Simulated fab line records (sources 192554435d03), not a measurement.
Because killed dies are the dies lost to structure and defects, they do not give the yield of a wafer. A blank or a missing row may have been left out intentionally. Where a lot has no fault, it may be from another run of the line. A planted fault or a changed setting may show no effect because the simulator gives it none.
Split-lot experiment :: flow n5-finfet :: route with 1938 steps; 7 lots, 21 wafers read

== SPLIT DETAILS ==
At N5_BEOL_M7_EXPOSE_25 (exposes mask V6, target cd 40 nm), the setting dose-mj was moved away from the recipe's 42.5 on 9 of the 21 wafers read, by -6.3% to +7.4%. For the rest of the wafers, this setting stayed at what the recipe calls for.

== FROM THE SPLIT TO THE READING: what the file shows between them, 2 steps ==
- N5_BEOL_M7_PEB_26: peb time 60 s
- N5_BEOL_M7_DEVELOP_27: develop time 30 s

== THE READING ==
cd-nm, in nm, at N5_BEOL_M7_CD_MEAS_28 (target cd 40 nm). A value of 40.05 nm with a standard deviation of 0.26 nm is what fault-free wafers of this fab line usually give.

wafer: L074.1
tool, chamber at the split: euv-scanner-01, 0
dose-mj as run: 43.4
against the recipe: +2.1%
cd-nm, nm: 40.87
against lot-mates on the recipe: +0.90

wafer: L074.2
tool, chamber at the split: euv-scanner-01, 0
dose-mj as run: 42.5
against the recipe: recipe
cd-nm, nm: 39.94
against lot-mates on the recipe: -

wafer: L074.3
tool, chamber at the split: euv-scanner-01, 0
dose-mj as run: 42.5
against the recipe: recipe
cd-nm, nm: 40.01
against lot-mates on the recipe: -

wafer: L083.2
tool, chamber at the split: euv-scanner-01, 0
dose-mj as run: 40.56
against the recipe: -4.6%
cd-nm, nm: 39.07
against lot-mates on the recipe: -1.15

wafer: L083.3
tool, chamber at the split: euv-scanner-01, 0
dose-mj as run: 40.56
against the recipe: -4.6%
cd-nm, nm: 39.34
against lot-mates on the recipe: -0.88

wafer: L083.6
tool, chamber at the split: euv-scanner-01, 0
dose-mj as run: 42.5
against the recipe: recipe
cd-nm, nm: 40.22
against lot-mates on the recipe: -

wafer: L090.3
tool, chamber at the split: euv-scanner-01, 0
dose-mj as run: 45.65
against the recipe: +7.4%
cd-nm, nm: 41.78
against lot-mates on the recipe: +1.71

wafer: L090.4
tool, chamber at the split: euv-scanner-01, 0
dose-mj as run: 42.5
against the recipe: recipe
cd-nm, nm: 40.06
against lot-mates on the recipe: -

wafer: L090.5
tool, chamber at the split: euv-scanner-01, 0
dose-mj as run: 42.5
against the recipe: recipe
cd-nm, nm: 40.08
against lot-mates on the recipe: -

wafer: L092.1
tool, chamber at the split: euv-scanner-01, 0
dose-mj as run: 42.5
against the recipe: recipe
cd-nm, nm: 40.00
against lot-mates on the recipe: -

wafer: L092.2
tool, chamber at the split: euv-scanner-01, 0
dose-mj as run: 42.5
against the recipe: recipe
cd-nm, nm: 39.66
against lot-mates on the recipe: -

wafer: L092.3
tool, chamber at the split: euv-scanner-01, 0
dose-mj as run: 42.5
against the recipe: recipe
cd-nm, nm: 40.13
against lot-mates on the recipe: -

wafer: L089.1
tool, chamber at the split: euv-scanner-02, 0
dose-mj as run: 42.5
against the recipe: recipe
cd-nm, nm: 40.40
against lot-mates on the recipe: -

wafer: L089.2
tool, chamber at the split: euv-scanner-02, 0
dose-mj as run: 39.84
against the recipe: -6.3%
cd-nm, nm: 38.96
against lot-mates on the recipe: -1.44

wafer: L089.3
tool, chamber at the split: euv-scanner-02, 0
dose-mj as run: 39.84
against the recipe: -6.3%
cd-nm, nm: 38.43
against lot-mates on the recipe: -1.97

wafer: L093.3
tool, chamber at the split: euv-scanner-02, 0
dose-mj as run: 42.5
against the recipe: recipe
cd-nm, nm: 39.75
against lot-mates on the recipe: -

wafer: L093.4
tool, chamber at the split: euv-scanner-02, 0
dose-mj as run: 44.79
against the recipe: +5.4%
cd-nm, nm: 41.21
against lot-mates on the recipe: +1.46

wafer: L093.5
tool, chamber at the split: euv-scanner-02, 0
dose-mj as run: 44.79
against the recipe: +5.4%
cd-nm, nm: 41.08
against lot-mates on the recipe: +1.33

wafer: L095.4
tool, chamber at the split: euv-scanner-01, 0
dose-mj as run: 43.3
against the recipe: +1.9%
cd-nm, nm: 40.91
against lot-mates on the recipe: +0.89

wafer: L095.5
tool, chamber at the split: euv-scanner-01, 0
dose-mj as run: 42.5
against the recipe: recipe
cd-nm, nm: 39.95
against lot-mates on the recipe: -

wafer: L095.6
tool, chamber at the split: euv-scanner-01, 0
dose-mj as run: 42.5
against the recipe: recipe
cd-nm, nm: 40.08
against lot-mates on the recipe: -

FIT RESULTS
A straight line over all 21 wafers: cd-nm changes by +0.218 nm for each +1% of dose-mj; r = +0.96; the points scatter about the line by 0.23 nm.
The same after taking each lot's own level away (the mean of its wafers on the recipe; 21 wafers): +0.257 nm for each +1%; r = +0.98; scatter 0.19 nm.
According to that fit, moving dose-mj by its largest amount changes the reading by 1.9 nm.
Measured against the standard deviation above, the lots' own levels, which go from 39.750 to 40.400 nm, span 2.5 times it.
In other words, the slope is changed by the lot-to-lot level; the two fits disagree.
Check: for one of the wafers moved furthest among these (+7.4%), held out of the fit, the line's prediction against its lot-mates is +2.02 nm. It came out at +1.71 nm against them.

== ADDITIONAL SPLITS CARRIED BY THESE WAFERS ==
Before the reading, these wafers also passed through other splits. Each is held against what the fit with the lots' levels taken away leaves over:
other split on the same wafers: N5_BEOL_M4_COAT_05 spin-rpm
wafers away from the commonest value: 3
r with cd-nm (lot level and that fit taken away): -0.17

other split on the same wafers: N5_BEOL_M4_ETCH_64 bias-w
wafers away from the commonest value: 10
r with cd-nm (lot level and that fit taken away): +0.06

other split on the same wafers: N5_BEOL_M5_VIA_ETCH_34 bias-w
wafers away from the commonest value: 6
r with cd-nm (lot level and that fit taken away): -0.23

other split on the same wafers: N5_BEOL_M5_ETCH_41 source-w
wafers away from the commonest value: 9
r with cd-nm (lot level and that fit taken away): -0.19

other split on the same wafers: N5_BEOL_M6_PECVD_70 time-s
wafers away from the commonest value: 2
r with cd-nm (lot level and that fit taken away): +0.05

== THE WHOLE CHAIN: every reading that the file lists as answering this split, in the file's order ==
step: N5_BEOL_M7_CD_MEAS_28
what it does: target cd 40 nm
reading: cd-nm
change (the file's fit): +0.257 nm for each +1% of the setting
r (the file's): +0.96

step: N5_BEOL_M7_DESCUM_33
what it does: chemistry O2, time 7 s
reading: BEOL_M7.cd-nm (the simulator's own value, which no gauge read)
change (the file's fit): +0.223 nm for each +1% of the setting
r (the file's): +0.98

step: N5_BEOL_M7_ETCH_65
what it does: etches SiARC in CF4, target depth 15.6 nm, time 26 s
reading: BEOL_M7.cd-nm (the simulator's own value, which no gauge read)
change (the file's fit): +0.226 nm for each +1% of the setting
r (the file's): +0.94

step: N5_BEOL_M7_ETCH_66
what it does: etches SOC in N2/H2, target depth 80 nm, overetch 16 nm, time 120 s
reading: BEOL_M7.cd-nm (the simulator's own value, which no gauge read)
change (the file's fit): +0.239 nm for each +1% of the setting
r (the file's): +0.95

== FILE'S OWN FIT ==
cd-nm changes by +0.257 nm for each +1% of dose-mj, r = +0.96.
